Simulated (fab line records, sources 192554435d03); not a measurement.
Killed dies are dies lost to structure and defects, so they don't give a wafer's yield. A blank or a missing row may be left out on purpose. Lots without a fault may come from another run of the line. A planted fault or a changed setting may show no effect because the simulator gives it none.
Which tool was responsible? || flow n5-finfet || Sampling: 10 lots, 29 wafers, 5 of 1938 route steps

== WHAT THE GAUGES SHOWED, per wafer ==
N5_ZERO_LAYER_INSPECT_20: inspects for defects (darkfield).
{"lot": "L191", "measured": "day 1 13:23", "on": "defect-inspect-02", "raw-defect-count": "13 15 6"}
{"lot": "L193", "measured": "day 2 01:19", "on": "defect-inspect-02", "raw-defect-count": "18 32 35"}
{"lot": "L195", "measured": "day 2 13:16", "on": "defect-inspect-02", "raw-defect-count": "36 48 41"}
{"lot": "L196", "measured": "day 2 19:21", "on": "defect-inspect-01", "raw-defect-count": "29 40 27"}
{"lot": "L197", "measured": "day 3 01:37", "on": "defect-inspect-01", "raw-defect-count": "33 49 14"}
{"lot": "L201", "measured": "day 4 01:50", "on": "defect-inspect-01", "raw-defect-count": "28 26 65"}
{"lot": "L203", "measured": "day 4 13:23", "on": "defect-inspect-02", "raw-defect-count": "47 27"}
{"lot": "L211", "measured": "day 6 13:23", "on": "defect-inspect-02", "raw-defect-count": "46 21 24"}
{"lot": "L212", "measured": "day 6 19:17", "on": "defect-inspect-01", "raw-defect-count": "42 50 32"}
{"lot": "L213", "measured": "day 7 01:32", "on": "defect-inspect-01", "raw-defect-count": "63 39 46"}

N5_PMOS_HMC_CHANNEL_EPI_CD_MEAS_09 targets a cd of 237.4 nm.
{"lot": "L191", "measured": "day 1 17:40", "on": "cd-sem-03", "cd-nm (nm)": "236.9 235.9 236.8"}
{"lot": "L193", "measured": "day 2 05:26", "on": "cd-sem-02", "cd-nm (nm)": "237.0 236.6 236.4"}
{"lot": "L195", "measured": "day 2 17:13", "on": "cd-sem-03", "cd-nm (nm)": "236.7 236.0 236.6"}
{"lot": "L196", "measured": "day 2 23:29", "on": "cd-sem-02", "cd-nm (nm)": "236.6 237.7 238.0"}
{"lot": "L197", "measured": "day 3 05:50", "on": "cd-sem-02", "cd-nm (nm)": "237.6 237.0 237.5"}
{"lot": "L201", "measured": "day 4 05:43", "on": "cd-sem-02", "cd-nm (nm)": "237.6 236.8 236.8"}
{"lot": "L203", "measured": "day 4 17:21", "on": "cd-sem-03", "cd-nm (nm)": "235.2 237.1"}
{"lot": "L211", "measured": "day 6 17:34", "on": "cd-sem-03", "cd-nm (nm)": "236.9 237.4 237.5"}
{"lot": "L212", "measured": "day 6 23:22", "on": "cd-sem-03", "cd-nm (nm)": "237.1 236.6 235.9"}
{"lot": "L213", "measured": "day 7 05:28", "on": "cd-sem-03", "cd-nm (nm)": "239.0 238.3 237.6"}

N5_BEOL_M4_RC_MEAS_101.
{"lot": "L191", "measured": "day 7 18:44", "on": "prober-02", "DIBL_N (mV/V)": "37.2 35.0 35.2", "DIBL_P (mV/V)": "39.2 38.2 36.6", "IOFF_N (nA/um)": "0.199 0.160 0.161", "IOFF_P (nA/um)": "0.27 0.24 0.22", "ION_N (uA/um)": "681 672 684", "ION_P (uA/um)": "469 465 467", "RS_PWELL (ohm/sq)": "2997 2999 3001", "SS_N (mV/dec)": "72.2 71.1 71.0", "SS_P (mV/dec)": "74.2 73.9 73.7", "VT_N (mV)": "247 248 248", "VT_P (mV)": "-244 -246 -247"}
{"lot": "L193", "measured": "day 8 11:07", "on": "prober-01", "DIBL_N (mV/V)": "38.6 34.7 34.8", "DIBL_P (mV/V)": "38.5 32.9 34.2", "IOFF_N (nA/um)": "0.217 0.139 0.144", "IOFF_P (nA/um)": "0.30 0.21 0.22", "ION_N (uA/um)": "674 671 673", "ION_P (uA/um)": "468 463 460", "RS_PWELL (ohm/sq)": "3013 3035 3056", "SS_N (mV/dec)": "72.4 71.0 71.6", "SS_P (mV/dec)": "74.4 72.9 73.5", "VT_N (mV)": "248 251 251", "VT_P (mV)": "-244 -249 -248"}
{"lot": "L195", "measured": "day 8 23:14", "on": "prober-01", "DIBL_N (mV/V)": "35.8 36.4 36.6", "DIBL_P (mV/V)": "36.2 37.6 37.3", "IOFF_N (nA/um)": "0.162 0.186 0.188", "IOFF_P (nA/um)": "0.18 0.19 0.19", "ION_N (uA/um)": "676 688 673", "ION_P (uA/um)": "452 469 453", "RS_PWELL (ohm/sq)": "2998 2977 2981", "SS_N (mV/dec)": "71.3 71.3 72.3", "SS_P (mV/dec)": "73.1 73.7 73.8", "VT_N (mV)": "253 246 251", "VT_P (mV)": "-258 -252 -253"}
{"lot": "L196", "measured": "day 9 02:27", "on": "prober-02", "DIBL_N (mV/V)": "35.6 38.0 37.0", "DIBL_P (mV/V)": "36.1 39.5 37.8", "IOFF_N (nA/um)": "0.174 0.237 0.203", "IOFF_P (nA/um)": "0.24 0.32 0.27", "ION_N (uA/um)": "679 694 691", "ION_P (uA/um)": "472 484 481", "RS_PWELL (ohm/sq)": "3018 3030 3035", "SS_N (mV/dec)": "71.7 72.4 71.8", "SS_P (mV/dec)": "73.4 73.6 73.5", "VT_N (mV)": "247 243 243", "VT_P (mV)": "-243 -242 -243"}
{"lot": "L197", "measured": "day 9 08:35", "on": "prober-02", "DIBL_N (mV/V)": "35.7 35.7 35.1", "DIBL_P (mV/V)": "36.7 36.7 36.3", "IOFF_N (nA/um)": "0.162 0.163 0.152", "IOFF_P (nA/um)": "0.23 0.23 0.22", "ION_N (uA/um)": "680 678 678", "ION_P (uA/um)": "468 467 467", "RS_PWELL (ohm/sq)": "3033 3005 3011", "SS_N (mV/dec)": "71.3 71.4 71.0", "SS_P (mV/dec)": "72.6 72.1 73.0", "VT_N (mV)": "247 247 249", "VT_P (mV)": "-247 -248 -247"}
{"lot": "L201", "measured": "day 10 11:20", "on": "prober-02", "DIBL_N (mV/V)": "37.7 35.7 34.9", "DIBL_P (mV/V)": "38.4 35.6 34.8", "IOFF_N (nA/um)": "0.187 0.149 0.139", "IOFF_P (nA/um)": "0.26 0.22 0.21", "ION_N (uA/um)": "680 662 677", "ION_P (uA/um)": "466 463 465", "RS_PWELL (ohm/sq)": "3926 3969 3923", "SS_N (mV/dec)": "72.5 71.3 70.7", "SS_P (mV/dec)": "74.4 73.1 73.3", "VT_N (mV)": "250 250 250", "VT_P (mV)": "-245 -248 -248"}
{"lot": "L203", "measured": "day 11 00:10", "on": "prober-02", "DIBL_N (mV/V)": "35.2 34.1", "DIBL_P (mV/V)": "34.3 33.3", "IOFF_N (nA/um)": "0.139 0.125", "IOFF_P (nA/um)": "0.16 0.15", "ION_N (uA/um)": "649 659", "ION_P (uA/um)": "445 449", "RS_PWELL (ohm/sq)": "3913 3911", "SS_N (mV/dec)": "71.3 70.1", "SS_P (mV/dec)": "73.1 73.0", "VT_N (mV)": "252 251", "VT_P (mV)": "-256 -256"}
{"lot": "L211", "measured": "day 12 17:35", "on": "prober-02", "DIBL_N (mV/V)": "33.4 33.5 36.0", "DIBL_P (mV/V)": "34.1 33.9 36.6", "IOFF_N (nA/um)": "0.116 0.108 0.151", "IOFF_P (nA/um)": "0.15 0.15 0.18", "ION_N (uA/um)": "656 649 663", "ION_P (uA/um)": "451 445 452", "RS_PWELL (ohm/sq)": "3009 2998 3030", "SS_N (mV/dec)": "71.0 70.8 71.3", "SS_P (mV/dec)": "72.4 72.5 73.1", "VT_N (mV)": "256 258 251", "VT_P (mV)": "-258 -256 -257"}
{"lot": "L212", "measured": "day 12 22:13", "on": "prober-02", "DIBL_N (mV/V)": "35.3 37.8 35.5", "DIBL_P (mV/V)": "35.0 38.1 35.2", "IOFF_N (nA/um)": "0.137 0.182 0.137", "IOFF_P (nA/um)": "0.18 0.22 0.18", "ION_N (uA/um)": "679 689 678", "ION_P (uA/um)": "464 468 466", "RS_PWELL (ohm/sq)": "3009 3011 3015", "SS_N (mV/dec)": "70.7 71.5 71.0", "SS_P (mV/dec)": "72.9 73.6 73.5", "VT_N (mV)": "254 249 250", "VT_P (mV)": "-252 -249 -253"}
{"lot": "L213", "measured": "day 13 20:10", "on": "prober-01", "DIBL_N (mV/V)": "34.3 36.4 35.3", "DIBL_P (mV/V)": "34.6 36.6 35.2", "IOFF_N (nA/um)": "0.123 0.150 0.124", "IOFF_P (nA/um)": "0.18 0.20 0.17", "ION_N (uA/um)": "663 673 667", "ION_P (uA/um)": "458 464 456", "RS_PWELL (ohm/sq)": "3026 3055 3020", "SS_N (mV/dec)": "71.2 71.5 71.2", "SS_P (mV/dec)": "72.0 73.5 72.7", "VT_N (mV)": "253 250 253", "VT_P (mV)": "-252 -250 -251"}

== WHAT TOOL EACH LOT RAN ON (gives the tool, then ch and the chambers of the sampled wafers, and finally the start) ==
{"lot": "L191", "N5_ZERO_LAYER_PECVD_02": "pecvd-04 ch 0,2, day 1 12:17", "N5_WELL_APT_IMPLANT_31": "implanter-02 ch 0, day 1 15:14"}
{"lot": "L193", "N5_ZERO_LAYER_PECVD_02": "pecvd-04 ch 0,1,2, day 2 00:17", "N5_WELL_APT_IMPLANT_31": "implanter-02 ch 0, day 2 03:25"}
{"lot": "L195", "N5_ZERO_LAYER_PECVD_02": "pecvd-04 ch 0,2, day 2 12:18", "N5_WELL_APT_IMPLANT_31": "implanter-02 ch 0, day 2 15:04"}
{"lot": "L196", "N5_ZERO_LAYER_PECVD_02": "pecvd-04 ch 1,2, day 2 18:18", "N5_WELL_APT_IMPLANT_31": "implanter-01 ch 0, day 2 21:33"}
{"lot": "L197", "N5_ZERO_LAYER_PECVD_02": "pecvd-02 ch 0,1, day 3 00:19", "N5_WELL_APT_IMPLANT_31": "implanter-02 ch 0, day 3 03:48"}
{"lot": "L201", "N5_ZERO_LAYER_PECVD_02": "pecvd-01 ch 0,1, day 4 00:17", "N5_WELL_APT_IMPLANT_31": "implanter-02 ch 0, day 4 03:40"}
{"lot": "L203", "N5_ZERO_LAYER_PECVD_02": "pecvd-02 ch 1,2, day 4 12:17", "N5_WELL_APT_IMPLANT_31": "implanter-02 ch 0, day 4 15:20"}
{"lot": "L211", "N5_ZERO_LAYER_PECVD_02": "pecvd-02 ch 0,1,2, day 6 12:17", "N5_WELL_APT_IMPLANT_31": "implanter-01 ch 0, day 6 15:16"}
{"lot": "L212", "N5_ZERO_LAYER_PECVD_02": "pecvd-04 ch 0,1,2, day 6 18:17", "N5_WELL_APT_IMPLANT_31": "implanter-02 ch 0, day 6 21:12"}
{"lot": "L213", "N5_ZERO_LAYER_PECVD_02": "pecvd-02 ch 1,2, day 7 00:17", "N5_WELL_APT_IMPLANT_31": "implanter-01 ch 0, day 7 03:16"}
- N5_ZERO_LAYER_PECVD_02: deposits SiO2 from SiH4/N2O, target thk 10 nm, time 6 s.
- N5_WELL_APT_IMPLANT_31

== AS READ BY THE TOOLS THEMSELVES (means over the sampled wafers that have a number; for cases with no such wafer, the mark the record gives instead) ==
N5_ZERO_LAYER_PECVD_02.
{"lot": "L191", "tool": "pecvd-04", "heater-power-w (W)": 724, "showerhead-plenum-p-Torr (Torr)": 8.17}
{"lot": "L193", "tool": "pecvd-04", "heater-power-w (W)": 719, "showerhead-plenum-p-Torr (Torr)": 8.12}
{"lot": "L195", "tool": "pecvd-04", "heater-power-w (W)": 738, "showerhead-plenum-p-Torr (Torr)": 8.17}
{"lot": "L196", "tool": "pecvd-04", "heater-power-w (W)": 797, "showerhead-plenum-p-Torr (Torr)": 8.24}
{"lot": "L197", "tool": "pecvd-02", "heater-power-w (W)": 767, "showerhead-plenum-p-Torr (Torr)": 7.94}
{"lot": "L201", "tool": "pecvd-01", "heater-power-w (W)": 820, "showerhead-plenum-p-Torr (Torr)": 8.18}
{"lot": "L203", "tool": "pecvd-02", "heater-power-w (W)": 766, "showerhead-plenum-p-Torr (Torr)": 8.04}
{"lot": "L211", "tool": "pecvd-02", "heater-power-w (W)": 755, "showerhead-plenum-p-Torr (Torr)": 8.04}
{"lot": "L212", "tool": "pecvd-04", "heater-power-w (W)": 709, "showerhead-plenum-p-Torr (Torr)": 8.11}
{"lot": "L213", "tool": "pecvd-02", "heater-power-w (W)": 785, "showerhead-plenum-p-Torr (Torr)": 8.10}

N5_WELL_APT_IMPLANT_31.
{"lot": "L191", "tool": "implanter-02", "dose-ions-cm2": 1.4972e+13, "faraday-current-uA": 189}
{"lot": "L193", "tool": "implanter-02", "dose-ions-cm2": 1.5002e+13, "faraday-current-uA": 187}
{"lot": "L195", "tool": "implanter-02", "dose-ions-cm2": 1.5002e+13, "faraday-current-uA": 192}
{"lot": "L196", "tool": "implanter-01", "dose-ions-cm2": 1.4993e+13, "faraday-current-uA": 190}
{"lot": "L197", "tool": "implanter-02", "dose-ions-cm2": 1.4998e+13, "faraday-current-uA": 188}
{"lot": "L201", "tool": "implanter-02", "dose-ions-cm2": 9.4673e+12, "faraday-current-uA": 122}
{"lot": "L203", "tool": "implanter-02", "dose-ions-cm2": 9.4230e+12, "faraday-current-uA": 121}
{"lot": "L211", "tool": "implanter-01", "dose-ions-cm2": 1.5016e+13, "faraday-current-uA": 190}
{"lot": "L212", "tool": "implanter-02", "dose-ions-cm2": 1.5003e+13, "faraday-current-uA": 189}
{"lot": "L213", "tool": "implanter-01", "dose-ions-cm2": 1.4994e+13, "faraday-current-uA": 188}

== THE ANSWER, worked out from the rows above alone ==
Rule: the lots themselves supply what counts as usual. The widest of any qualifying gaps counts: lots, ordered by their means at a reading, are off when they make up no more than a third of the lots, leave a main group of 4 or more, and stand apart from it by 3 or more times the standard deviation of that group's means. Not used: any main group whose means are identical at the precision the tables above print for the reading. Also off: a lot with no number at a reading for which 4 or more lots have one. The other lots that the step has rows for count as sound. Order of review: gauges by route order, followed by the tools' own readings, for which a lot's mean as printed above is used. At the first step where some lot is off, the reading lying furthest off is the one used; lots without a number count as furthest.
Off: L201, L203, at N5_BEOL_M4_RC_MEAS_101 (RS_PWELL). Mean 3015 ohm/sq and standard deviation 16 in the main group.
If a tool, at a process step before that reading, ran all the lots that are off and no sound lot after the first of them, it fits. Not tried: the gauges at N5_BEOL_M4_RC_MEAS_101; whatever is off there is also off at N5_WELL_APT_IMPLANT_31, on other tools, and gauge error can't account for it. None of those tried fits.

== WHAT THE SIMULATOR HAD PUT IN ==
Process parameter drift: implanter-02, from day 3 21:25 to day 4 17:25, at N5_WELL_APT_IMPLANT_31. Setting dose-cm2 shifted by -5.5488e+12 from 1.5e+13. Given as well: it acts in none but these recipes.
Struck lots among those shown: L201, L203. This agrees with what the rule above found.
